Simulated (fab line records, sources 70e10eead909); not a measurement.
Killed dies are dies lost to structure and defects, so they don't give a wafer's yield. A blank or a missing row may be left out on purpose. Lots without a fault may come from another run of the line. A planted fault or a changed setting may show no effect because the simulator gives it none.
A struck lot beside a sound one | flow nand_harc | 15 steps out of a route of 1302
Sound: wafers L835.1, L835.2, L835.5. Struck: wafer L826.6. (L826.1, L826.2 of the same lot were not struck and are left out.) The cause comes at the end.
At each step with rows: each side's tool, then ch and its chambers, then its first start. Under that, the readings that differ: sound wafers | struck wafers | difference of the means | sigmas: that difference in standard deviations of wafers without a fault.
alike: readings whose means differ by less than 2 such deviations, and words and numbers that are the same on both sides. not compared: withheld readings, readings that some wafer has no value for, bounds like >300 that may hide the same value, and numbers for which the record gives no deviation and whose values overlap.
The two part at a step that has a row with sigmas, a row that says differs or no value, or rows on one side only. Numbers that don't overlap but have no deviation are shown without sigmas and don't part them. A reading that every wafer of one side lacks parts them only if that side has two wafers or more.

NHARC_A_ONON_D2_THK_MEAS_08: measures by ellipsometry.
  sound on film_metro-02, day 19 08:17; struck on film_metro-01, day 15 21:12
  alike: thk_nm
then, 1 step without rows for these wafers: NHARC_A_ONON_D2_DEP_09 (target thk 1000 nm).
NHARC_A_ONON_D2_THK_MEAS_11: measures by ellipsometry.
  sound on film_metro-02, day 19 08:52; struck on film_metro-02, day 15 21:46
  alike: thk_nm
then, 1 step without rows for these wafers: NHARC_A_ONON_D2_DEP_12 (target thk 1000 nm).
NHARC_A_ONON_D2_THK_MEAS_14: measures by ellipsometry.
  sound on film_metro-02, day 19 09:25; struck on film_metro-01, day 15 22:20
  reading     | sound       | struck | difference | sigmas
  thk_nm (nm) | 989 992 990 | 1006   | +16        | +2
then, 2 steps without rows for these wafers: NHARC_A_ONON_D2_ANNEAL_15 (time 3600 s); NHARC_A_ONON_D2_DEP_16 (target thk 1000 nm).
NHARC_A_ONON_D2_THK_MEAS_18: measures by ellipsometry.
  sound on film_metro-02, day 19 17:25; struck on film_metro-02, day 16 06:20
  reading     | sound       | struck | difference | sigmas
  thk_nm (nm) | 990 991 991 | 1015   | +24        | +3
then, 1 step without rows for these wafers: NHARC_A_ONON_D2_DEP_19 (target thk 1000 nm).
NHARC_A_ONON_D2_THK_MEAS_21: measures by ellipsometry.
  sound on film_metro-02, day 19 17:59; struck on film_metro-02, day 16 06:54
  alike: thk_nm
then, 1 step without rows for these wafers: NHARC_A_ONON_D2_DEP_22 (target thk 1000 nm).
NHARC_A_ONON_D2_THK_MEAS_24: measures by ellipsometry.
  sound on film_metro-02, day 19 18:34; struck on film_metro-01, day 16 07:28
  alike: thk_nm
NHARC_A_ONON_D2_DEP_25: target thk 1000 nm.
  sound on pecvd_onon-02 ch 0, day 19 18:44; struck on pecvd_onon-03 ch 0, day 16 07:31
  alike: susceptor_temp_C
NHARC_A_ONON_D2_THK_MEAS_27: measures by ellipsometry.
  sound on film_metro-01, day 19 19:15; struck on film_metro-01, day 16 08:02
  reading     | sound       | struck | difference | sigmas
  thk_nm (nm) | 987 985 983 | 700    | -285       | -24
then, 1 step without rows for these wafers: NHARC_A_ONON_D2_DEP_28 (target thk 1000 nm).

WHERE THEY PART
First at NHARC_A_ONON_D2_THK_MEAS_14; last, within this record, at NHARC_A_ONON_D2_THK_MEAS_27.

WHY: what the simulator had put in
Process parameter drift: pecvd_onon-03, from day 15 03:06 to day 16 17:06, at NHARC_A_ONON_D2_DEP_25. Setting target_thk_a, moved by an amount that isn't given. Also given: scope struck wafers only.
